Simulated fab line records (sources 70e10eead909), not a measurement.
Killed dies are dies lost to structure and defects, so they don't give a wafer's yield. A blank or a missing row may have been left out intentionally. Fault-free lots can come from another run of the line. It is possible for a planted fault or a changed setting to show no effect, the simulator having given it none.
fab line records | flow nand-harc | part 2 of 2: steps 24 to 34 of 34
[record] lots = 5 | wafers = 15 | last-day = 33
route steps=1302 shown A_BONDPAD@1209 HYBRID_BOND@1237 THIN_TSV@1244
lots untouched by any fault: they come from a run of this same line in which no faults occurred
start-h: the number of hours between the record's first day and the start of the first shown wafer of the lot | wait-h: hours from the lot's prior step to this one | " repeats the value in the row above | L1.1+2: one row covering several wafers at once | - either no value or no given start | * or withheld: withheld | < > ~ a bound
route shown NAME@n: a module of which the file shows steps, and the number in the route of the first | usual: the fault-free wafers' mean and standard deviation | same: alike in all rows | chamber/n: place in a boat | sites: each site's reading | _std_site: the standard deviation of these | _edge_site: the outer-site mean with the inner-site mean subtracted | radius-mm: how far each site lies from the wafer's centre | mask NAME#n: copy n | behind: the most recent tool/chamber to have shaped the wafer | hold: the reason the lot was held/the length of the hold in hours/how it ended | device: whichever transistor did not switch (one of n, p or np) | end of line: the route-end tests of the same wafers | a step with no rows: only its recipe | killed: count of dies lost to structure and defects at first sort (not the wafer's yield) | map: a wafer's dies, marking killed ones x, the rest . and places with no die _
set.NAME: the setting that was run; set.NAME@STEP: the one run at that earlier step | model.NAME: the simulator's own value behind a step, which no gauge read
lots at some steps of the route; a table a step, a row a wafer
services: when a tool's chamber went out of use (start-h, in hours from the record's first day, below 0 if earlier), for how many hours, and the reason
[[steps]]
[step NHARC_A_BONDPAD_THK_MEAS_20]
[recipe] thk-meas-gauge = xrf
[usual] thk-nm = 169.6/1.6
lot.wafer | tool          | chamber | start-h | wait-h | thk-nm
L078.1    | film-metro-01 | -       | 596.17  | -      | 168.5
L078.4    | "             | -       | "       | "      | 171.0
L078.6    | "             | -       | "       | "      | 170.5
L085.2    | film-metro-01 | -       | 642.14  | -      | 171.0
L085.4    | "             | -       | "       | "      | 170.8
L085.5    | "             | -       | "       | "      | 169.2
L087.1    | film-metro-01 | -       | 653.51  | -      | 170.0
L087.2    | "             | -       | "       | "      | 167.2
L087.3    | "             | -       | "       | "      | 169.4
L091.1    | film-metro-02 | -       | 730.12  | -      | 171.2
L091.3    | "             | -       | "       | "      | 169.8
L091.6    | "             | -       | "       | "      | 171.6
L094.3    | film-metro-02 | -       | 744.10  | -      | 166.6
L094.4    | "             | -       | "       | "      | 167.0
L094.6    | "             | -       | "       | "      | 167.2
[step NHARC_A_BONDPAD_SRD_21]
[recipe] time-s = 30 | temp-c = 23 | dry-time-s = 20 | spin-rpm = 1500
[same] time-s = 30
lot.wafer  | tool         | chamber | start-h | wait-h
L078.6+4+1 | wet-bench-10 | 4,5,7   | 596.22  | 0.0
L085.2+4+5 | wet-bench-10 | 7,1,3   | 642.18  | 0.0
L087.2+1+3 | wet-bench-10 | 2,4,6   | 653.55  | 0.0
L091.3+1+6 | wet-bench-08 | 4,7,0   | 730.16  | 0.0
L094.6+3+4 | wet-bench-10 | 5,6,0   | 744.15  | 0.0
[step NHARC_A_BONDPAD_INSPECT_23]
[usual] raw-defect-count = 547/120
lot.wafer | tool              | chamber | start-h | wait-h | raw-defect-count
L078.1    | defect-inspect-01 | -       | 596.40  | 0.0    | 571
L078.4    | "                 | -       | "       | "      | 613
L078.6    | "                 | -       | "       | "      | 540
L085.2    | defect-inspect-02 | -       | 642.36  | 0.0    | 532
L085.4    | "                 | -       | "       | "      | 608
L085.5    | "                 | -       | "       | "      | 737
L087.1    | defect-inspect-02 | -       | 653.72  | 0.0    | 496
L087.2    | "                 | -       | "       | "      | 474
L087.3    | "                 | -       | "       | "      | 453
L091.1    | defect-inspect-02 | -       | 730.33  | 0.0    | 975
L091.3    | "                 | -       | "       | "      | 865
L091.6    | "                 | -       | "       | "      | 455
L094.3    | defect-inspect-02 | -       | 744.33  | 0.0    | 561
L094.4    | "                 | -       | "       | "      | 490
L094.6    | "                 | -       | "       | "      | 528
[step NHARC_HYBRID_BOND_ACTIVATE_00]
[recipe] time-s = 60 | n2-flow-sccm = 200 | ar-flow-sccm = 0 | bias-power-w = 0 | chemistry = N2
[usual] drypump-motor-current-A = 5.8/0.47 | mfc-ar-sccm = 0.021/0.012 | oes-product-au = 0.996/0.01 | rf-vpp-V = 64.1/0.9 | showerhead-plenum-p-Torr = 1.75/0.079
[same] time-s = 60
lot.wafer | tool        | chamber | start-h | wait-h | drypump-motor-current-A | mfc-ar-sccm | oes-product-au | rf-hours-counter-h | rf-vpp-V | showerhead-plenum-p-Torr
L078.1    | rie-diel-08 | 1       | 596.47  | 0.1    | 4.8                     | 0.026       | 0.996          | 14                 | 64.0     | 1.72
L078.4    | "           | 2       | "       | "      | 5.9                     | 0           | 0.992          | 15                 | 62.9     | 1.73
L078.6    | "           | 1       | "       | "      | 4.8                     | 0.026       | 0.994          | -                  | 64.1     | 1.72
L085.4    | rie-diel-05 | 0       | 642.44  | 0.1    | 5.3                     | 0.036       | 1.009          | 4                  | 63.7     | 1.81
L085.2    | "           | 2       | "       | "      | 5.7                     | 0.028       | 1.011          | 4                  | 64.5     | 1.84
L085.5    | "           | 0       | "       | "      | 5.3                     | 0.036       | 0.997          | -                  | 64.2     | 1.81
L087.2    | rie-diel-05 | 0       | 653.89  | 0.2    | 5.3                     | 0.036       | 0.992          | 5                  | 64.2     | 1.81
L087.1    | "           | 2       | "       | "      | 5.7                     | 0.028       | 1.006          | 5                  | 63.2     | 1.84
L087.3    | "           | 3       | "       | "      | 6.3                     | 0.023       | 0.994          | 4                  | 63.3     | 1.63
L091.1    | rie-diel-05 | 0       | 730.42  | 0.1    | 5.3                     | 0.036       | 0.984          | 10                 | 65.3     | 1.81
L091.3    | "           | 1       | "       | "      | 6.3                     | 0.004       | 0.992          | 10                 | 64.8     | 1.77
L091.6    | "           | 2       | "       | "      | 5.7                     | 0.028       | 0.999          | -                  | 64.6     | 1.84
L094.3    | rie-diel-05 | 2       | 744.39  | 0.1    | 5.7                     | 0.028       | 0.991          | 11                 | 64.5     | 1.84
L094.6    | "           | 2       | "       | "      | 5.7                     | 0.028       | 0.987          | -                  | 62.6     | 1.84
L094.4    | "           | 0       | "       | "      | 5.3                     | 0.036       | 0.980          | -                  | 64.2     | 1.81
[step NHARC_HYBRID_BOND_PRECLEAN_01]
[recipe] time-s = 300 | temp-c = 23 | chemistry = DIW
[same] time-s = 300
lot.wafer  | tool         | chamber | start-h | wait-h
L078.6+1+4 | wet-bench-10 | 2,3,4   | 596.61  | 0.1
L085.5+4+2 | wet-bench-08 | 5,0,1   | 642.61  | 0.1
L087.1+3+2 | wet-bench-10 | 3,5,0   | 654.05  | 0.1
L091.3+1+6 | wet-bench-10 | 2,3,6   | 730.58  | 0.1
L094.3+4+6 | wet-bench-08 | 4,5,6   | 744.58  | 0.2
[step NHARC_HYBRID_BOND_SRD_02]
[recipe] time-s = 30 | temp-c = 23 | dry-time-s = 20 | spin-rpm = 1500
[same] time-s = 30
lot.wafer  | tool         | chamber | start-h | wait-h
L078.6+1+4 | wet-bench-10 | 2,3,4   | -       | -
L085.5+4+2 | wet-bench-08 | 5,0,1   | -       | -
L087.1+3+2 | wet-bench-10 | 3,5,0   | -       | -
L091.3+1+6 | wet-bench-10 | 2,3,6   | -       | -
L094.3+4+6 | wet-bench-08 | 4,5,6   | -       | -
[step NHARC_HYBRID_BOND_BOND_03]
[recipe] temp-c = 25
lot.wafer  | tool            | chamber | start-h | wait-h
L078.1+4+6 | wafer-bonder-01 | 0       | 596.87  | -
L085.2+4+5 | wafer-bonder-01 | 0       | 643.07  | -
L087.1+2+3 | wafer-bonder-01 | 0       | 654.30  | -
L091.1+3+6 | wafer-bonder-01 | 0       | 730.90  | -
L094.3+4+6 | wafer-bonder-01 | 0       | 746.89  | -
[step NHARC_HYBRID_BOND_ANNEAL_04]
[recipe] temp-c = 300 | time-s = 7200 | ramp-up-c-per-min = 5 | ramp-down-c-per-min = 3 | idle-temp-c = 100 | pressure-atm = 1
[usual] zone-power-centre-pct = 3.31/0.15
[same] time-s = 7200
lot.wafer | tool       | chamber | start-h | wait-h | zone-power-centre-pct
L078.1    | furnace-06 | 0       | 601.16  | 4.1    | 3.46
L078.4    | "          | 0       | "       | "      | 3.48
L078.6    | "          | 0       | "       | "      | 3.39
L085.2    | furnace-04 | 0       | 646.56  | 3.3    | 3.09
L085.4    | "          | 0       | "       | "      | 3.13
L085.5    | "          | 0       | "       | "      | 3.12
L087.1    | furnace-02 | 0       | 676.06  | 21.6   | 3.08
L087.2    | "          | 0       | "       | "      | 3.09
L087.3    | "          | 0       | "       | "      | 3.15
L091.1    | furnace-06 | 0       | 733.13  | 2.1    | 3.33
L091.3    | "          | 0       | "       | "      | 3.43
L091.6    | "          | 0       | "       | "      | 3.49
L094.3    | furnace-06 | 0       | 749.06  | 2.0    | 3.40
L094.4    | "          | 0       | "       | "      | 3.37
L094.6    | "          | 0       | "       | "      | 3.37
[step NHARC_HYBRID_BOND_OVL_MEAS_05]
[usual] overlay-x-nm = 1/36 | overlay-y-nm = 1/29
lot.wafer | tool       | chamber | start-h | wait-h | overlay-x-nm | overlay-y-nm
L078.1    | overlay-02 | -       | 605.89  | 0.4    | -12          | 32
L078.4    | "          | -       | "       | "      | 5            | -52
L078.6    | "          | -       | "       | "      | -44          | 4
L085.2    | overlay-01 | -       | 651.25  | 0.4    | -51          | -15
L085.4    | "          | -       | "       | "      | -10          | 13
L085.5    | "          | -       | "       | "      | -51          | -1
L087.1    | overlay-02 | -       | 680.77  | 0.4    | 73           | 25
L087.2    | "          | -       | "       | "      | -21          | -35
L087.3    | "          | -       | "       | "      | -29          | 9
L091.1    | overlay-02 | -       | 737.86  | 0.4    | 43           | -11
L091.3    | "          | -       | "       | "      | -11          | -2
L091.6    | "          | -       | "       | "      | 14           | -33
L094.3    | overlay-02 | -       | 753.79  | 0.4    | -9           | -4
L094.4    | "          | -       | "       | "      | 50           | -12
L094.6    | "          | -       | "       | "      | -26          | -36
[step NHARC_HYBRID_BOND_INSPECT_06]
[recipe] inspect-instrument = ir-void
[usual] raw-defect-count = 91/42
lot.wafer | tool              | chamber | start-h | wait-h | raw-defect-count
L078.1    | defect-inspect-02 | -       | 605.94  | 0.0    | 180
L078.4    | "                 | -       | "       | "      | 159
L078.6    | "                 | -       | "       | "      | 173
L085.2    | defect-inspect-02 | -       | 651.31  | 0.1    | 18
L085.4    | "                 | -       | "       | "      | 20
L085.5    | "                 | -       | "       | "      | 25
L087.1    | defect-inspect-02 | -       | 680.82  | 0.0    | 70
L087.2    | "                 | -       | "       | "      | 89
L087.3    | "                 | -       | "       | "      | 93
L091.1    | defect-inspect-01 | -       | 737.91  | 0.0    | 71
L091.3    | "                 | -       | "       | "      | 94
L091.6    | "                 | -       | "       | "      | 82
L094.3    | defect-inspect-01 | -       | 753.88  | 0.1    | 79
L094.4    | "                 | -       | "       | "      | 110
L094.6    | "                 | -       | "       | "      | 84
[step NHARC_THIN_TSV_GRIND_00]
[recipe] target-thk-um = 6
[usual] motor-current-A = 12.000/0.02
lot.wafer | tool       | chamber | start-h | wait-h | motor-current-A
L078.1    | grinder-01 | 0       | 606.09  | 0.1    | 11.977
L078.4    | "          | 0       | "       | "      | 12.009
L078.6    | "          | 0       | "       | "      | 12.032
L085.2    | grinder-01 | 0       | 652.85  | 1.5    | 11.992
L085.4    | "          | 0       | "       | "      | 12.007
L085.5    | "          | 0       | "       | "      | 12.018
L087.1    | grinder-01 | 0       | 680.97  | 0.1    | 11.996
L087.2    | "          | 0       | "       | "      | 11.996
L087.3    | "          | 0       | "       | "      | 11.997
L091.1    | grinder-01 | 0       | 745.35  | 7.4    | 11.976
L091.3    | "          | 0       | "       | "      | 12.030
L091.6    | "          | 0       | "       | "      | 12.030
L094.3    | grinder-01 | 0       | 756.77  | 2.9    | 11.991
L094.4    | "          | 0       | "       | "      | 12.001
L094.6    | "          | 0       | "       | "      | 11.999
[[services]]
tool            | chamber | start-h | hours | kind
litho-track-02  | -       | 577.00  | 7.0   | pm
pvd-sputter-01  | -       | 582.00  | 10.0  | pm
rie-diel-09     | 2       | 583.96  | 4.6   | repair
rie-diel-10     | 0       | 594.28  | 3.0   | repair
rie-diel-10     | -       | 596.54  | 9.0   | pm
pvd-sputter-01  | -       | 599.31  | 5.2   | repair
litho-track-07  | -       | 601.00  | 7.0   | pm
pvd-sputter-03  | -       | 622.75  | 2.2   | repair
rie-diel-09     | 3       | 633.77  | 4.6   | repair
wet-bench-08    | -       | 646.40  | 8.0   | pm
rie-diel-10     | 0       | 647.15  | 11.7  | repair
wet-bench-10    | -       | 663.25  | 8.0   | pm
pvd-sputter-03  | -       | 670.08  | 3.7   | repair
grinder-01      | -       | 670.50  | 2.4   | repair
rie-diel-09     | -       | 674.19  | 9.0   | pm
rie-diel-10     | 2       | 682.69  | 5.3   | repair
grinder-01      | -       | 695.84  | 3.0   | repair
rie-diel-10     | 1       | 699.07  | 1.6   | repair
pvd-sputter-03  | -       | 704.18  | 10.0  | pm
rie-diel-09     | 1       | 717.57  | 6.1   | repair
wafer-bonder-01 | -       | 723.94  | 4.4   | repair
pvd-sputter-01  | -       | 733.25  | 1.5   | repair
grinder-01      | -       | 735.41  | 0.8   | repair
litho-track-02  | -       | 752.00  | 7.0   | pm
